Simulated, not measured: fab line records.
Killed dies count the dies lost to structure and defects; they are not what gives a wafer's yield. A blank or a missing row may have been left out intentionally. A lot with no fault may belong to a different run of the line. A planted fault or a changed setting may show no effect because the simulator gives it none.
fab line records    flow nand_harc    part 1 of 2: steps 1 to 4 of 6
[record] lots = 23  wafers = 69  last_day = 33
route steps=1302 shown A_STAIRCASE@679
lots with no fault: from the same line, run without faults
start_h: start of the lot's first displayed wafer, in hours after the record's first day    wait_h: time in hours since the lot's previous step    " identical to the entry in the row above    L1.1+2: several wafers, shown together as one row    - value missing, or start not given    * or withheld: withheld    < > ~ a bound
route shown NAME@n: NAME is a module with steps in the file, n the number in the route of the first one    usual: mean/standard deviation of fault-free wafers    same: alike in all rows    chamber/n: place in a boat    sites: the reading at each site    _std_site: the values' standard deviation    _edge_site: mean of outer sites minus mean of inner sites    radius_mm: for every site, how far away it sits from the centre of the wafer    mask NAME#n: copy n    behind: the most recent tool/chamber to have shaped the wafer    hold: why the lot went on hold/how many hours it stayed there/how the hold came to an end    device: transistor that didn't switch, given as n, p or np    end of line: the tests these same wafers got at the end of their route    where a step has no rows: the recipe by itself    killed: at the first sort, the dies lost to defects and structure; wafer yield is something else    map: dies across one wafer; x = killed, . = not, _ = none there
set.NAME: the setting as run; set.NAME@STEP: as run at that earlier step    model.NAME: the simulator's own value behind a step, which no gauge read
one table for each step of the route and one row for each wafer, over a sample of lots
services: a tool's chamber out of use, with start hour (start_h, from the record's first day; less than 0 if before it), hours out, and reason
[[steps]]
[step NHARC_A_STAIRCASE_TRIM_22]
[recipe] time_s = 211.2  o2_flow_sccm = 500  ar_flow_sccm = 0  bias_w = 0  chemistry = O2
[usual] drypump_motor_current_A = 5.4/0.43  oes_product_au = 0.998/0.01  rf_vpp_V = 57.8/0.8  showerhead_plenum_p_Torr = 3.58/0.12  throttle_valve_pct = 17.035/0.0091
[same] bias_w = 0
lot.wafer  tool         chamber  start_h  wait_h  drypump_motor_current_A  oes_product_au  rf_hours_counter_h  rf_vpp_V  showerhead_plenum_p_Torr  throttle_valve_pct
L074.4     rie_diel-08  3        -        -       5.9                      1.006           56                  59.1      3.54                      17.034
L074.5     "            2        "        "       5.0                      1.006           -                   57.9      3.59                      17.030
L074.6     "            3        "        "       5.9                      0.997           -                   57.6      3.54                      17.053
L076.1     rie_diel-08  2        -        -       5.0                      0.993           52                  57.6      3.59                      17.054
L076.4     "            3        "        "       5.9                      0.997           58                  56.7      3.54                      17.038
L076.5     "            0        "        "       5.2                      0.983           -                   56.1      3.52                      17.038
L075.2     rie_diel-02  2        -        -       5.7                      1.006           45                  58.4      3.57                      17.026
L075.3     "            1        "        "       6.1                      0.999           44                  59.0      3.75                      17.025
L075.6     "            2        "        "       5.7                      1.007           -                   56.8      3.57                      17.032
L077.4     rie_diel-08  1        -        -       5.7                      1.009           2                   58.9      3.81                      17.026
L077.2     "            3        "        "       6.0                      0.996           1                   57.5      3.54                      17.039
L077.5     "            1        "        "       5.7                      0.991           -                   57.8      3.81                      17.026
L078.4     rie_diel-08  3        -        -       5.9                      0.998           9                   57.5      3.54                      17.029
L078.1     "            1        "        "       5.7                      1.005           7                   58.6      3.80                      17.047
L078.5     "            2        "        "       5.0                      1.014           -                   57.6      3.58                      17.031
L079.1     rie_diel-08  0        -        -       5.3                      1.004           9                   58.0      3.51                      17.056
L079.2     "            1        "        "       5.7                      0.998           8                   59.0      3.80                      17.032
L079.3     "            2        "        "       5.0                      1.012           7                   59.9      3.58                      17.041
L080.2     rie_diel-02  1        -        -       6.1                      0.976           1                   58.0      3.74                      17.037
L080.5     "            2        "        "       5.7                      1.011           -                   58.1      3.56                      17.022
L080.6     "            3        "        "       5.1                      0.996           -                   56.5      3.41                      17.034
L082.4     rie_diel-02  2        -        -       5.8                      1.004           8                   58.1      3.55                      17.039
L082.1     "            3        "        "       5.1                      1.000           9                   57.1      3.41                      17.039
L082.6     "            1        "        "       6.1                      0.980           -                   56.7      3.73                      17.036
L081.1     rie_diel-08  1        -        -       5.7                      1.003           13                  59.2      3.80                      17.027
L081.6     "            1        "        "       5.7                      0.993           -                   57.5      3.80                      17.054
L081.5     "            2        "        "       5.1                      1.006           -                   57.4      3.58                      17.042
L083.2     rie_diel-08  1        -        -       5.7                      1.009           20                  58.4      3.80                      17.057
L083.3     "            2        "        "       5.0                      1.023           22                  57.5      3.57                      17.023
L083.5     "            1        "        "       5.7                      1.015           -                   60.1      3.80                      17.034
L085.1     rie_diel-05  3        -        -       5.7                      1.000           14                  57.8      3.58                      17.040
L085.3     "            0        "        "       4.7                      0.998           9                   58.7      3.74                      17.039
L085.4     "            1        "        "       4.7                      0.988           12                  57.5      3.49                      17.038
L084.2     rie_diel-02  0        -        -       4.9                      0.993           16                  58.8      3.66                      17.032
L084.3     "            1        "        "       6.1                      0.979           18                  58.7      3.73                      17.042
L084.6     "            0        "        "       4.9                      0.985           -                   57.4      3.66                      17.039
L087.4     rie_diel-05  2        -        -       5.9                      1.015           21                  58.3      3.54                      17.036
L087.6     "            2        "        "       6.0                      1.010           -                   58.0      3.54                      17.033
L087.5     "            3        "        "       5.8                      0.993           -                   57.4      3.58                      17.042
L088.4     rie_diel-02  2        -        -       5.7                      1.012           40                  58.1      3.54                      17.020
L088.2     "            1        "        "       6.1                      0.987           36                  59.4      3.72                      17.050
L088.5     "            2        "        "       5.7                      1.007           -                   57.7      3.54                      17.035
L090.1     rie_diel-08  3        -        -       6.0                      1.012           45                  56.0      3.52                      17.035
L090.2     "            0        "        "       5.2                      0.999           42                  57.2      3.49                      17.024
L090.6     "            3        "        "       6.0                      1.007           -                   57.6      3.52                      17.049
L089.2     rie_diel-08  2        -        -       5.0                      1.020           42                  58.6      3.56                      17.050
L089.4     "            3        "        "       5.9                      0.997           47                  57.1      3.52                      17.039
L089.6     "            2        "        "       5.0                      1.016           -                   58.5      3.56                      17.030
L091.2     rie_diel-02  3        -        -       5.1                      0.998           36                  58.2      3.39                      17.041
L091.1     "            1        "        "       6.1                      0.978           40                  59.4      3.72                      17.039
L091.6     "            2        "        "       5.7                      1.012           -                   57.8      3.54                      17.024
L094.2     rie_diel-05  0        -        -       4.7                      1.011           28                  58.9      3.73                      17.036
L094.1     "            1        "        "       4.7                      0.996           36                  57.8      3.48                      17.033
L094.6     "            2        "        "       5.9                      0.997           -                   55.7      3.53                      17.044
L092.3     rie_diel-08  0        -        -       5.3                      1.007           48                  57.2      3.49                      17.029
L092.4     "            2        "        "       5.0                      1.017           47                  57.6      3.56                      17.033
L092.5     "            0        "        "       5.3                      1.006           -                   58.0      3.49                      17.037
L093.4     rie_diel-08  3        -        -       5.9                      1.001           52                  56.9      3.51                      17.041
L093.3     "            2        "        "       5.0                      1.010           47                  58.9      3.56                      17.052
L093.5     "            3        "        "       6.0                      0.991           -                   56.8      3.51                      17.029
L095.2     rie_diel-05  3        -        -       5.8                      0.991           41                  56.3      3.57                      17.038
L095.5     "            3        "        "       5.8                      0.992           -                   58.7      3.57                      17.022
L095.6     "            0        "        "       4.7                      0.995           -                   57.3      3.73                      17.027
L096.1     rie_diel-02  3        -        -       5.1                      0.997           49                  56.5      3.38                      17.039
L096.3     "            2        "        "       5.7                      1.010           55                  58.5      3.53                      17.031
L096.6     "            3        "        "       5.1                      1.003           -                   56.6      3.38                      17.047
L097.3     rie_diel-08  3        -        -       5.9                      0.992           4                   56.9      3.51                      17.047
L097.6     "            1        "        "       5.7                      1.006           -                   58.8      3.78                      17.044
L097.4     "            3        "        "       5.9                      0.999           -                   57.5      3.51                      17.033
[step NHARC_A_STAIRCASE_TRIM_24]
[recipe] time_s = 211.2  o2_flow_sccm = 500  ar_flow_sccm = 0  bias_w = 0  chemistry = O2
[usual] drypump_motor_current_A = 5.4/0.44  oes_product_au = 0.998/0.01  rf_vpp_V = 57.8/0.93  showerhead_plenum_p_Torr = 3.58/0.12  throttle_valve_pct = 17.037/0.0084
[same] bias_w = 0
lot.wafer  tool         chamber  start_h  wait_h  drypump_motor_current_A  oes_product_au  rf_hours_counter_h  rf_vpp_V  showerhead_plenum_p_Torr  throttle_valve_pct
L074.4     rie_diel-08  1        -        -       5.7                      0.992           47                  57.7      3.27                      17.043
L074.5     "            0        "        "       5.3                      0.983           -                   56.5      3.52                      17.044
L074.6     "            1        "        "       5.7                      0.988           -                   56.6      3.27                      17.028
L076.1     rie_diel-08  3        -        -       5.9                      1.012           58                  58.3      3.54                      17.035
L076.4     "            1        "        "       5.7                      1.005           48                  57.0      3.27                      17.048
L076.5     "            2        "        "       5.0                      0.995           -                   58.2      3.59                      17.042
L075.3     rie_diel-02  0        -        -       4.9                      0.994           46                  57.4      3.67                      17.042
L075.2     "            3        "        "       5.1                      1.004           46                  59.7      3.42                      17.018
L075.6     "            0        "        "       4.9                      1.003           -                   57.0      3.67                      17.035
L077.2     rie_diel-08  0        -        -       5.2                      1.000           2                   59.0      3.52                      17.033
L077.4     "            1        "        "       5.7                      1.003           2                   58.3      3.81                      17.034
L077.5     "            3        "        "       5.9                      0.993           -                   58.7      3.54                      17.045
L078.4     rie_diel-08  0        -        -       5.3                      0.986           9                   57.7      3.51                      17.034
L078.1     "            2        "        "       5.0                      1.002           7                   57.3      3.58                      17.028
L078.5     "            0        "        "       5.3                      1.005           -                   57.2      3.51                      17.027
L079.3     rie_diel-08  3        -        -       5.9                      1.004           9                   58.4      3.54                      17.039
L079.2     "            0        "        "       5.3                      1.003           9                   58.8      3.51                      17.038
L079.1     "            1        "        "       5.7                      0.996           8                   58.2      3.80                      17.033
L080.2     rie_diel-02  1        -        -       6.0                      0.971           3                   57.8      3.74                      17.035
L080.5     "            2        "        "       5.7                      0.994           -                   57.4      3.56                      17.031
L080.6     "            3        "        "       5.1                      0.989           -                   58.8      3.41                      17.048
L082.4     rie_diel-02  0        -        -       4.9                      0.981           5                   58.5      3.66                      17.034
L082.1     "            1        "        "       6.1                      0.965           9                   57.0      3.73                      17.031
L082.6     "            3        "        "       5.1                      0.986           -                   57.0      3.41                      17.032
L081.1     rie_diel-08  2        -        -       5.0                      1.018           15                  56.1      3.58                      17.035
L081.6     "            0        "        "       5.3                      0.994           -                   57.7      3.51                      17.036
L081.5     "            2        "        "       5.0                      1.005           -                   57.8      3.58                      17.042
L083.3     rie_diel-08  1        -        -       5.7                      1.004           20                  58.3      3.80                      17.040
L083.2     "            2        "        "       5.1                      1.021           22                  57.6      3.57                      17.044
L083.5     "            0        "        "       5.2                      0.994           -                   57.9      3.50                      17.051
L085.3     rie_diel-05  2        -        -       6.0                      1.010           14                  58.5      3.54                      17.011
L085.1     "            3        "        "       5.8                      1.015           14                  58.7      3.58                      17.044
L085.4     "            0        "        "       4.7                      0.998           9                   59.3      3.74                      17.028
L084.2     rie_diel-02  1        -        -       6.1                      0.983           19                  58.0      3.73                      17.026
L084.3     "            3        "        "       5.2                      1.012           22                  57.1      3.40                      17.041
L084.6     "            2        "        "       5.7                      0.994           -                   56.8      3.55                      17.037
L087.4     rie_diel-05  1        -        -       4.7                      0.984           21                  58.1      3.49                      17.034
L087.5     "            3        "        "       5.8                      0.999           -                   59.1      3.58                      17.027
L087.6     "            0        "        "       4.7                      1.000           -                   58.0      3.74                      17.039
L088.4     rie_diel-02  3        -        -       5.1                      1.019           32                  56.2      3.39                      17.048
L088.2     "            0        "        "       4.9                      0.997           33                  57.9      3.65                      17.029
L088.5     "            3        "        "       5.1                      1.011           -                   58.6      3.39                      17.040
L090.2     rie_diel-08  1        -        -       5.7                      1.003           36                  59.6      3.79                      17.046
L090.1     "            0        "        "       5.3                      0.999           42                  56.2      3.49                      17.027
L090.6     "            2        "        "       5.0                      1.007           -                   57.0      3.56                      17.045
L089.4     rie_diel-08  0        -        -       5.2                      1.005           43                  57.3      3.49                      17.031
L089.2     "            3        "        "       5.9                      1.007           47                  55.9      3.51                      17.042
L089.6     "            1        "        "       5.7                      1.006           -                   59.0      3.79                      17.045
L091.2     rie_diel-02  3        -        -       5.1                      0.999           36                  57.3      3.39                      17.029
L091.1     "            0        "        "       4.9                      0.971           37                  59.1      3.64                      17.035
L091.6     "            2        "        "       5.7                      1.006           -                   56.9      3.53                      17.037
L094.2     rie_diel-05  1        -        -       4.8                      0.995           36                  57.6      3.48                      17.041
L094.1     "            2        "        "       6.0                      1.006           37                  57.2      3.53                      17.032
L094.6     "            1        "        "       4.7                      1.001           -                   56.1      3.48                      17.038
L092.3     rie_diel-08  2        -        -       5.0                      1.004           47                  58.2      3.56                      17.038
L092.4     "            3        "        "       6.0                      0.991           52                  57.1      3.51                      17.042
L092.5     "            1        "        "       5.7                      0.997           -                   59.7      3.78                      17.042
L093.4     rie_diel-08  2        -        -       5.0                      1.008           47                  60.0      3.56                      17.036
L093.3     "            3        "        "       6.0                      0.995           52                  56.4      3.51                      17.045
L093.5     "            0        "        "       5.3                      0.991           -                   56.5      3.49                      17.035
L095.2     rie_diel-05  1        -        -       4.8                      0.983           48                  58.4      3.47                      17.038
L095.6     "            3        "        "       5.8                      0.985           -                   59.6      3.56                      17.042
L095.5     "            0        "        "       4.7                      0.996           -                   59.0      3.73                      17.039
L096.1     rie_diel-02  1        -        -       6.1                      0.990           56                  57.1      3.71                      17.026
L096.3     "            2        "        "       5.7                      1.002           55                  57.5      3.53                      17.047
L096.6     "            3        "        "       5.1                      1.007           -                   57.4      3.38                      17.034
L097.3     rie_diel-08  2        -        -       5.0                      0.997           4                   57.2      3.55                      17.025
L097.6     "            1        "        "       5.7                      1.008           -                   58.7      3.78                      17.029
L097.4     "            3        "        "       5.9                      0.992           -                   57.4      3.51                      17.030
[step NHARC_A_STAIRCASE_TRIM_189]
[recipe] time_s = 211.2  o2_flow_sccm = 500  ar_flow_sccm = 0  bias_w = 0  chemistry = O2
[usual] drypump_motor_current_A = 5.4/0.49  oes_product_au = 1.002/0.0091  rf_vpp_V = 57.9/0.85  showerhead_plenum_p_Torr = 3.59/0.11  throttle_valve_pct = 17.037/0.0088
[same] bias_w = 0
lot.wafer  tool         chamber  start_h  wait_h  drypump_motor_current_A  oes_product_au  rf_hours_counter_h  rf_vpp_V  showerhead_plenum_p_Torr  throttle_valve_pct
L074.4     rie_diel-05  3        -        -       5.7                      1.012           37                  57.9      3.60                      17.024
L074.6     "            2        "        "       5.9                      1.016           -                   58.0      3.56                      17.038
L074.5     "            3        "        "       5.8                      1.009           -                   57.8      3.60                      17.030
L076.4     rie_diel-05  2        -        -       5.9                      1.002           34                  57.4      3.56                      17.030
L076.1     "            0        "        "       4.7                      1.012           41                  58.5      3.76                      17.041
L076.5     "            2        "        "       5.9                      1.012           -                   58.9      3.56                      17.038
L075.2     rie_diel-02  1        -        -       6.1                      1.002           45                  57.7      3.75                      17.020
L075.3     "            2        "        "       5.7                      1.011           46                  57.1      3.57                      17.022
L075.6     "            1        "        "       6.1                      0.994           -                   58.7      3.75                      17.032
L077.2     rie_diel-08  2        -        -       5.0                      1.008           1                   58.2      3.58                      17.041
L077.4     "            3        "        "       5.9                      0.994           1                   57.4      3.54                      17.028
L077.5     "            0        "        "       5.2                      1.005           -                   57.8      3.52                      17.021
L078.1     rie_diel-05  0        -        -       4.7                      1.012           55                  57.1      3.75                      17.040
L078.4     "            1        "        "       4.7                      1.017           62                  58.8      3.50                      17.035
L078.5     "            3        "        "       5.8                      1.007           -                   57.6      3.59                      17.041
L079.2     rie_diel-05  3        -        -       5.8                      1.009           55                  59.1      3.59                      17.046
L079.3     "            0        "        "       4.7                      1.006           55                  59.2      3.75                      17.031
L079.1     "            1        "        "       4.7                      1.004           63                  58.4      3.50                      17.034
L080.2     rie_diel-08  2        -        -       5.0                      1.014           10                  57.7      3.58                      17.040
L080.6     "            2        "        "       5.0                      1.015           -                   57.1      3.58                      17.032
L080.5     "            3        "        "       6.0                      1.007           -                   56.7      3.53                      17.014
L082.4     rie_diel-08  0        -        -       5.3                      1.010           16                  57.8      3.51                      17.034
L082.1     "            2        "        "       5.0                      1.016           15                  57.3      3.58                      17.055
L082.6     "            3        "        "       6.0                      1.002           -                   57.2      3.53                      17.030
L081.1     rie_diel-02  2        -        -       5.7                      1.007           8                   58.6      3.55                      17.038
L081.6     "            1        "        "       6.1                      0.982           -                   58.1      3.73                      17.032
L081.5     "            2        "        "       5.7                      1.003           -                   57.7      3.55                      17.024
L083.2     rie_diel-05  1        -        -       4.7                      1.003           10                  59.7      3.49                      17.051
L083.3     "            3        "        "       5.7                      1.002           11                  58.1      3.58                      17.033
L083.5     "            1        "        "       4.7                      0.985           -                   56.4      3.49                      17.041
L085.1     rie_diel-08  3        -        -       5.9                      0.994           29                  58.0      3.53                      17.037
L085.3     "            0        "        "       5.2                      0.997           28                  56.2      3.50                      17.036
L085.4     "            1        "        "       5.7                      0.998           24                  58.1      3.79                      17.039
L084.3     rie_diel-05  1        -        -       4.8                      0.983           13                  57.6      3.49                      17.054
L084.2     "            2        "        "       5.9                      1.013           14                  56.7      3.54                      17.031
L084.6     "            0        "        "       4.7                      1.001           -                   57.3      3.74                      17.020
L087.4     rie_diel-02  2        -        -       5.7                      1.002           31                  58.0      3.54                      17.028
L087.5     "            1        "        "       6.1                      0.985           -                   58.0      3.72                      17.033
L087.6     "            2        "        "       5.7                      1.005           -                   57.1      3.54                      17.040
L088.2     rie_diel-08  2        -        -       5.0                      1.013           41                  56.5      3.56                      17.020
L088.4     "            0        "        "       5.3                      1.008           42                  56.3      3.49                      17.034
L088.5     "            3        "        "       6.0                      1.004           -                   57.3      3.52                      17.038
L090.1     rie_diel-08  3        -        -       5.9                      1.008           46                  56.7      3.52                      17.046
L090.2     "            0        "        "       5.2                      0.989           42                  57.6      3.49                      17.038
L090.6     "            3        "        "       5.9                      1.010           -                   57.4      3.52                      17.044
L089.2     rie_diel-02  2        -        -       5.7                      1.010           42                  58.7      3.54                      17.041
L089.4     "            1        "        "       6.1                      0.987           39                  57.7      3.72                      17.020
L089.6     "            3        "        "       5.1                      0.999           -                   57.3      3.39                      17.059
L091.1     rie_diel-08  2        -        -       5.0                      1.015           44                  57.2      3.56                      17.025
L091.2     "            0        "        "       5.3                      1.006           46                  56.4      3.49                      17.040
L091.6     "            1        "        "       5.7                      0.996           -                   59.5      3.78                      17.040
L094.1     rie_diel-08  3        -        -       6.0                      1.002           53                  56.8      3.51                      17.040
L094.2     "            0        "        "       5.2                      0.993           49                  58.2      3.49                      17.022
L094.6     "            2        "        "       5.1                      1.010           -                   59.2      3.56                      17.047
L092.3     rie_diel-08  1        -        -       5.7                      1.002           44                  60.1      3.78                      17.029
L092.4     "            2        "        "       5.0                      1.009           48                  57.5      3.56                      17.028
L092.5     "            1        "        "       5.7                      0.995           -                   59.2      3.78                      17.044
L093.4     rie_diel-05  0        -        -       4.6                      0.991           28                  58.6      3.73                      17.043
L093.3     "            3        "        "       5.8                      0.995           31                  59.7      3.57                      17.040
L093.5     "            0        "        "       4.7                      0.992           -                   56.9      3.73                      17.030
L095.2     rie_diel-02  2        -        -       5.7                      1.006           56                  58.7      3.53                      17.035
L095.5     "            0        "        "       4.9                      0.994           -                   57.5      3.63                      17.042
L095.6     "            1        "        "       6.0                      0.991           -                   57.9      3.71                      17.017
L096.3     rie_diel-08  3        -        -       6.0                      0.997           2                   57.3      3.51                      17.044
L096.1     "            1        "        "       5.6                      1.001           4                   59.3      3.78                      17.027
L096.6     "            0        "        "       5.3                      0.990           -                   56.7      3.49                      17.029
L097.3     rie_diel-05  0        -        -       4.7                      0.999           41                  57.1      3.72                      17.047
L097.4     "            1        "        "       4.7                      0.983           51                  58.1      3.47                      17.039
L097.6     "            0        "        "       4.7                      0.992           -                   58.5      3.72                      17.039
[step NHARC_A_STAIRCASE_ETCH_197]
[recipe] target_depth_a = 1000  time_s = 40.5  ion_energy_ev = 400  c4f8_flow_sccm = 20  o2_flow_sccm = 10  ar_flow_sccm = withheld  rf_w = 600  bias_w = 1000  chemistry = C4F8/O2
[usual] bias_w = 999.9/3  oes_product_au = 0.949/0.017  rf_vpp_V = 898/4.5
lot.wafer  tool         chamber  start_h  wait_h  bias_w  oes_product_au  rf_hours_counter_h  rf_vpp_V
L074.4     rie_diel-08  3        -        -       1001.8  0.961           57                  897
L074.5     "            1        "        "       1003.3  0.945           -                   887
L074.6     "            2        "        "       998.8   0.951           -                   898
L076.1     rie_diel-08  3        -        -       999.9   0.968           59                  896
L076.5     "            3        "        "       996.5   0.967           -                   896
L076.4     "            2        "        "       999.0   0.962           -                   898
L075.2     rie_diel-08  1        -        -       1001.1  0.958           50                  885
L075.3     "            2        "        "       998.5   0.961           54                  898
L075.6     "            2        "        "       995.8   0.962           -                   899
L077.4     rie_diel-08  1        -        -       999.7   0.942           3                   907
L077.2     "            2        "        "       999.9   0.941           2                   899
L077.5     "            2        "        "       1001.8  0.954           -                   899
L078.4     rie_diel-05  3        -        -       994.7   0.954           55                  898
L078.1     "            0        "        "       1011.1  0.954           55                  905
L078.5     "            0        "        "       1004.6  0.944           -                   904
L079.2     rie_diel-05  0        -        -       998.8   0.959           56                  903
L079.1     "            2        "        "       997.4   0.975           50                  897
L079.3     "            3        "        "       998.5   0.952           55                  899
L080.2     rie_diel-02  2        -        -       999.4   0.970           4                   896
L080.5     "            3        "        "       997.3   0.953           -                   892
L080.6     "            1        "        "       998.5   0.944           -                   903
L082.1     rie_diel-08  0        -        -       996.2   0.940           17                  895
L082.4     "            1        "        "       1001.4  0.936           14                  906
L082.6     "            1        "        "       998.4   0.940           -                   905
L081.1     rie_diel-02  1        -        -       999.0   0.928           9                   902
L081.6     "            3        "        "       995.2   0.921           -                   891
L081.5     "            0        "        "       1001.7  0.930           -                   901
L083.3     rie_diel-05  0        -        -       998.7   0.950           6                   904
L083.2     "            2        "        "       998.7   0.957           11                  896
L083.5     "            1        "        "       1003.9  0.943           -                   897
L084.2     rie_diel-05  0        -        -       1002.3  0.944           10                  905
L084.3     "            2        "        "       1000.4  0.949           15                  898
L084.6     "            0        "        "       1003.8  0.935           -                   903
L085.1     rie_diel-05  2        -        -       1003.7  0.930           16                  896
L085.3     "            3        "        "       1002.9  0.922           17                  896
L085.4     "            0        "        "       999.9   0.929           12                  904
L087.4     rie_diel-08  3        -        -       995.9   0.965           37                  897
L087.5     "            0        "        "       998.9   0.960           -                   895
L087.6     "            1        "        "       1004.4  0.960           -                   906
L088.4     rie_diel-02  2        -        -       1002.7  0.943           41                  896
L088.2     "            0        "        "       999.1   0.925           34                  899
L088.5     "            3        "        "       1003.6  0.939           -                   890
L090.2     rie_diel-08  1        -        -       1005.6  0.928           37                  905
L090.1     "            2        "        "       999.2   0.946           41                  897
L090.6     "            2        "        "       995.9   0.942           -                   897
L089.4     rie_diel-08  0        -        -       995.4   0.984           45                  895
L089.2     "            1        "        "       1002.7  0.976           39                  904
L089.6     "            0        "        "       993.5   0.976           -                   894
L091.1     rie_diel-05  1        -        -       996.7   0.961           35                  895
L091.2     "            2        "        "       995.7   0.984           35                  896
L091.6     "            0        "        "       1005.2  0.976           -                   905
L094.1     rie_diel-08  3        -        -       997.3   0.936           53                  895
L094.2     "            0        "        "       999.2   0.942           50                  895
L094.6     "            2        "        "       999.9   0.944           -                   895
L092.4     rie_diel-05  2        -        -       999.2   0.937           38                  895
L092.3     "            1        "        "       1000.6  0.927           37                  895
L092.5     "            2        "        "       1003.3  0.925           -                   896
L093.3     rie_diel-02  0        -        -       1000.9  0.955           44                  902
L093.4     "            3        "        "       1000.4  0.977           41                  891
L093.5     "            1        "        "       998.3   0.951           -                   902
L095.2     rie_diel-05  3        -        -       1002.0  0.941           42                  897
L095.5     "            1        "        "       999.4   0.960           -                   894
L095.6     "            2        "        "       992.9   0.963           -                   897
L096.1     rie_diel-08  1        -        -       1001.1  0.960           5                   905
L096.3     "            0        "        "       1001.3  0.934           5                   894
L096.6     "            2        "        "       1000.1  0.963           -                   898
L097.3     rie_diel-08  0        -        -       1002.7  0.962           6                   893
L097.4     "            1        "        "       999.2   0.979           8                   905
L097.6     "            2        "        "       1000.0  0.967           -                   896
